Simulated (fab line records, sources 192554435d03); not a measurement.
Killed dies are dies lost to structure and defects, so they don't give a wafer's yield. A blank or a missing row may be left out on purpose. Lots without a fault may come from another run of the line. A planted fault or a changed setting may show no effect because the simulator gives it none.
Which tool did it? | flow n5_finfet | 15 lots, 45 wafers sampled, at 6 steps of a route of 1938

WHAT THE GAUGES READ, wafer by wafer
N5_BEOL_M6_CD_MEAS_18: pitch 80 nm, target cd 40 nm. Usual: cd_nm 40.2 nm, standard deviation 0.66.
lot  | measured     | on        | cd_nm (nm)     | flag
L174 | day 8 21:17  | cd_sem-01 | 40.0 39.8 40.3 |
L173 | day 9 01:41  | cd_sem-03 | 39.8 40.6 39.8 |
L175 | day 9 06:58  | cd_sem-01 | 39.6 39.4 39.7 |
L179 | day 10 01:10 | cd_sem-01 | 41.2 40.2 39.9 |
L180 | day 10 09:01 | cd_sem-03 | - - -          | OFF
L181 | day 10 16:17 | cd_sem-03 | - - -          | OFF
L182 | day 10 23:10 | cd_sem-02 | - - -          | OFF
L185 | day 11 20:19 | cd_sem-03 | 39.8 40.1 41.5 |
L186 | day 12 02:37 | cd_sem-01 | 39.9 40.2 40.8 |
L187 | day 12 03:38 | cd_sem-03 | 40.5 39.9 40.1 |
L189 | day 12 11:24 | cd_sem-03 | 41.5 41.8 40.4 |
L192 | day 13 13:03 | cd_sem-01 | 39.7 39.7 39.9 |
L193 | day 13 19:58 | cd_sem-01 | 40.0 41.0 39.9 |
L195 | day 14 04:19 | cd_sem-02 | 40.9 40.8 40.0 |
L194 | day 14 04:51 | cd_sem-03 | 39.6 39.7 39.3 |

WHICH TOOL RAN EACH LOT (tool, then ch and the chambers of the sampled wafers, then the start)
lot  | N5_BEOL_M5_SPUTTER_83        | N5_BEOL_M5_SPUTTER_88        | N5_BEOL_M6_PECVD_70             | N5_BEOL_M6_HM_DEP_02         | N5_BEOL_M6_HM_OPEN_17
L174 | pvd_sputter-03, day 8 14:32  | pvd_sputter-03, day 8 15:38  | pecvd-04 ch 1,2, day 8 18:46    | pvd_sputter-02, day 8 19:52  | rie_metal-03 ch 0,1, day 8 21:06
L173 | pvd_sputter-02, day 8 17:26  | pvd_sputter-02, day 8 18:32  | pecvd-03 ch 0,1, day 8 21:32    | pvd_sputter-03, day 8 23:14  | rie_metal-02 ch 0,1, day 9 01:26
L175 | pvd_sputter-02, day 8 23:20  | pvd_sputter-02, day 9 00:26  | pecvd-03 ch 1,2, day 9 03:41    | pvd_sputter-01, day 9 04:36  | rie_metal-03 ch 0,1, day 9 06:40
L179 | pvd_sputter-02, day 9 19:52  | pvd_sputter-02, day 9 20:58  | pecvd-04 ch 0,1, day 9 23:50    | pvd_sputter-02, day 10 00:08 | rie_metal-03 ch 0,1, day 10 00:59
L180 | pvd_sputter-01, day 10 01:47 | pvd_sputter-01, day 10 02:52 | pecvd-04 ch 1,2, day 10 06:04   | pvd_sputter-02, day 10 06:50 | rie_metal-01 ch 0,1, day 10 08:43
L181 | pvd_sputter-01, day 10 09:26 | pvd_sputter-01, day 10 10:31 | pecvd-03 ch 0,1,2, day 10 13:32 | pvd_sputter-01, day 10 14:42 | rie_metal-03 ch 0,1, day 10 16:04
L182 | pvd_sputter-03, day 10 17:10 | pvd_sputter-03, day 10 18:15 | pecvd-01 ch 0,2, day 10 21:09   | pvd_sputter-03, day 10 22:05 | rie_metal-03 ch 0,1, day 10 22:56
L185 | pvd_sputter-01, day 11 13:29 | pvd_sputter-01, day 11 14:34 | pecvd-03 ch 0,1, day 11 17:46   | pvd_sputter-01, day 11 19:08 | rie_metal-03 ch 0,1, day 11 20:05
L186 | pvd_sputter-02, day 11 20:11 | pvd_sputter-02, day 11 21:16 | pecvd-03 ch 0,1,2, day 12 00:11 | pvd_sputter-03, day 12 01:34 | rie_metal-03 ch 0,1, day 12 02:25
L187 | pvd_sputter-01, day 11 21:35 | pvd_sputter-01, day 11 22:40 | pecvd-03 ch 1,2, day 12 02:03   | pvd_sputter-03, day 12 02:35 | rie_metal-01 ch 0,1, day 12 03:28
L189 | pvd_sputter-03, day 12 04:56 | pvd_sputter-03, day 12 06:01 | pecvd-03 ch 1,2, day 12 08:54   | pvd_sputter-03, day 12 10:05 | rie_metal-02 ch 0, day 12 11:13
L192 | pvd_sputter-01, day 13 06:57 | pvd_sputter-01, day 13 08:02 | pecvd-03 ch 0,1, day 13 11:03   | pvd_sputter-02, day 13 11:42 | rie_metal-02 ch 1, day 13 12:41
L193 | pvd_sputter-03, day 13 14:51 | pvd_sputter-03, day 13 15:56 | pecvd-03 ch 0,1,2, day 13 18:46 | pvd_sputter-03, day 13 18:49 | rie_metal-02 ch 1, day 13 19:41
L195 | pvd_sputter-01, day 13 22:35 | pvd_sputter-01, day 13 23:40 | pecvd-01 ch 0,1, day 14 02:37   | pvd_sputter-02, day 14 03:01 | rie_metal-01 ch 0,1, day 14 04:08
L194 | pvd_sputter-02, day 13 23:31 | pvd_sputter-02, day 14 00:37 | pecvd-04 ch 0,1,2, day 14 03:26 | pvd_sputter-01, day 14 03:43 | rie_metal-01 ch 0,1, day 14 04:40
- N5_BEOL_M5_SPUTTER_83: material Cu, target thk 15 nm, time 27.62 s.
- N5_BEOL_M5_SPUTTER_88: material Cu, target thk 15 nm, time 27.62 s.
- N5_BEOL_M6_PECVD_70: deposits SiO2 from TEOS/O2, target thk 20 nm, time 22.7 s.
- N5_BEOL_M6_HM_DEP_02: deposits TiN, target thk 20 nm.
- N5_BEOL_M6_HM_OPEN_17: chemistry Cl2/BCl3, target TiN, target depth 20 nm, overetch 6 nm.

WHAT THE TOOLS THEMSELVES READ (means of the sampled wafers that have a number; where no wafer has one, the mark that the record gives instead)
N5_BEOL_M5_SPUTTER_83. Usual: throttle_valve_pct 29.7 %, standard deviation 0.96.
lot  | tool           | throttle_valve_pct (%) | flag
L174 | pvd_sputter-03 | 29.5                   |
L173 | pvd_sputter-02 | 30.8                   |
L175 | pvd_sputter-02 | 29.8                   |
L179 | pvd_sputter-02 | 28.9                   |
L180 | pvd_sputter-01 | 29.8                   |
L181 | pvd_sputter-01 | 29.9                   |
L182 | pvd_sputter-03 | 30.0                   |
L185 | pvd_sputter-01 | 30.3                   |
L186 | pvd_sputter-02 | 29.1                   |
L187 | pvd_sputter-01 | 29.3                   |
L189 | pvd_sputter-03 | 28.4                   |
L192 | pvd_sputter-01 | 29.6                   |
L193 | pvd_sputter-03 | 29.0                   |
L195 | pvd_sputter-01 | 30.4                   |
L194 | pvd_sputter-02 | 29.1                   |

N5_BEOL_M5_SPUTTER_88. Usual: throttle_valve_pct 29.7 %, standard deviation 0.95.
lot  | tool           | throttle_valve_pct (%) | flag
L174 | pvd_sputter-03 | 29.3                   |
L173 | pvd_sputter-02 | 30.6                   |
L175 | pvd_sputter-02 | 29.8                   |
L179 | pvd_sputter-02 | 29.0                   |
L180 | pvd_sputter-01 | 29.9                   |
L181 | pvd_sputter-01 | 30.2                   |
L182 | pvd_sputter-03 | 30.0                   |
L185 | pvd_sputter-01 | 30.1                   |
L186 | pvd_sputter-02 | 29.1                   |
L187 | pvd_sputter-01 | 29.2                   |
L189 | pvd_sputter-03 | 28.4                   |
L192 | pvd_sputter-01 | 29.8                   |
L193 | pvd_sputter-03 | 29.0                   |
L195 | pvd_sputter-01 | 30.3                   |
L194 | pvd_sputter-02 | 29.0                   |

N5_BEOL_M6_PECVD_70. Usual: heater_power_w 654 W, standard deviation 70; showerhead_plenum_p_Torr 8.79 Torr, standard deviation 0.059; throttle_valve_pct 23.1 %, standard deviation 1.3.
lot  | tool     | heater_power_w (W) | showerhead_plenum_p_Torr (Torr) | throttle_valve_pct (%) | flag
L174 | pecvd-04 | 716                | 8.74                            | 23.8                   |
L173 | pecvd-03 | 680                | 8.82                            | 23.0                   |
L175 | pecvd-03 | 633                | 8.80                            | 22.0                   |
L179 | pecvd-04 | 695                | 8.75                            | 24.4                   |
L180 | pecvd-04 | 662                | 8.70                            | 23.1                   |
L181 | pecvd-03 | 638                | 8.82                            | 22.6                   |
L182 | pecvd-01 | 632                | 8.75                            | 21.9                   |
L185 | pecvd-03 | 697                | 8.80                            | 23.0                   |
L186 | pecvd-03 | 656                | 8.81                            | 22.5                   |
L187 | pecvd-03 | 658                | 8.80                            | 22.9                   |
L189 | pecvd-03 | 635                | 8.79                            | 22.3                   |
L192 | pecvd-03 | 703                | 8.82                            | 23.1                   |
L193 | pecvd-03 | 683                | 8.83                            | 22.6                   |
L195 | pecvd-01 | 622                | 8.76                            | 23.7                   |
L194 | pecvd-04 | 647                | 8.72                            | 23.6                   |

N5_BEOL_M6_HM_DEP_02. Usual: chamber_pressure_pa 0.5000 Pa, standard deviation 0.0011; substrate_temp_c 25.00 C, standard deviation 0.11; throttle_valve_pct 29.6 %, standard deviation 0.94.
lot  | tool           | chamber_pressure_pa (Pa) | substrate_temp_c (C) | throttle_valve_pct (%) | flag
L174 | pvd_sputter-02 | 0.4995                   | 24.94                | 29.7                   |
L173 | pvd_sputter-03 | 0.4993                   | 25.02                | 29.1                   |
L175 | pvd_sputter-01 | 0.5003                   | 25.01                | 30.4                   |
L179 | pvd_sputter-02 | 0.4991                   | 25.00                | 29.9                   |
L180 | pvd_sputter-02 | -                        | -                    | -                      | OFF
L181 | pvd_sputter-01 | -                        | -                    | -                      | OFF
L182 | pvd_sputter-03 | -                        | -                    | -                      | OFF
L185 | pvd_sputter-01 | 0.5009                   | 24.97                | 30.2                   |
L186 | pvd_sputter-03 | 0.5000                   | 25.07                | 30.4                   |
L187 | pvd_sputter-03 | 0.5001                   | 24.96                | 29.2                   |
L189 | pvd_sputter-03 | 0.4999                   | 25.20                | 29.2                   |
L192 | pvd_sputter-02 | 0.4999                   | 24.99                | 30.0                   |
L193 | pvd_sputter-03 | 0.4999                   | 24.98                | 29.1                   |
L195 | pvd_sputter-02 | 0.5002                   | 25.04                | 29.8                   |
L194 | pvd_sputter-01 | 0.5013                   | 24.93                | 29.6                   |

N5_BEOL_M6_HM_OPEN_17. Usual: drypump_motor_current_A 5.8 A, standard deviation 0.58; oes_ar_750_au 0.76 a.u., standard deviation 0.071; oes_product_au 0.65 a.u., standard deviation 0.074; throttle_valve_pct 22.31 %, standard deviation 0.11.
lot  | tool         | drypump_motor_current_A (A) | oes_ar_750_au (a.u.) | oes_product_au (a.u.) | throttle_valve_pct (%) | flag
L174 | rie_metal-03 | 5.7                         | 0.79                 | 0.68                  | 22.20                  |
L173 | rie_metal-02 | 5.8                         | 0.74                 | 0.62                  | 22.35                  |
L175 | rie_metal-03 | 6.1                         | 0.77                 | 0.67                  | 22.27                  |
L179 | rie_metal-03 | 6.1                         | 0.77                 | 0.67                  | 22.28                  |
L180 | rie_metal-01 | 5.5                         | 0.72                 | 0.27                  | 22.93                  | OFF
L181 | rie_metal-03 | 6.2                         | 0.76                 | 0.29                  | 22.93                  | OFF
L182 | rie_metal-03 | 6.1                         | 0.76                 | 0.29                  | 22.94                  | OFF
L185 | rie_metal-03 | 6.1                         | 0.76                 | 0.66                  | 22.29                  |
L186 | rie_metal-03 | 5.7                         | 0.77                 | 0.66                  | 22.22                  |
L187 | rie_metal-01 | 5.5                         | 0.71                 | 0.59                  | 22.30                  |
L189 | rie_metal-02 | 5.5                         | 0.63                 | 0.52                  | 22.30                  |
L192 | rie_metal-02 | 6.5                         | 0.83                 | 0.74                  | 22.49                  |
L193 | rie_metal-02 | 6.5                         | 0.82                 | 0.72                  | 22.51                  |
L195 | rie_metal-01 | 5.4                         | 0.75                 | 0.63                  | 22.30                  |
L194 | rie_metal-01 | 5.4                         | 0.75                 | 0.63                  | 22.32                  |

THE ANSWER, worked out from the rows above alone
Rule: a lot is off if the mean of its wafers that have a number lies more than 3 standard deviations from the usual mean. A lot without any number at a reading at which 4 lots or more have one is off too. The other lots that the step has rows for count as sound. The gauges are gone through in route order, then the tools' own readings, and for those a lot's mean is taken as printed above. The first step at which some lot is off is used, and at that step the reading that is off furthest; a lot without a number counts as furthest.
Off: L180, L181, L182, at N5_BEOL_M6_CD_MEAS_18 (cd_nm). Without a number there: L180, L181, L182.
A tool fits if, at a process step before that reading, it ran every lot that is off, and no sound lot after the first of them. The gauges at N5_BEOL_M6_CD_MEAS_18 aren't tried: what is off there is off at N5_BEOL_M6_HM_DEP_02 too, on other tools, and a gauge's error can't cause that. None of those tried fits.

WHAT THE SIMULATOR HAD PUT IN
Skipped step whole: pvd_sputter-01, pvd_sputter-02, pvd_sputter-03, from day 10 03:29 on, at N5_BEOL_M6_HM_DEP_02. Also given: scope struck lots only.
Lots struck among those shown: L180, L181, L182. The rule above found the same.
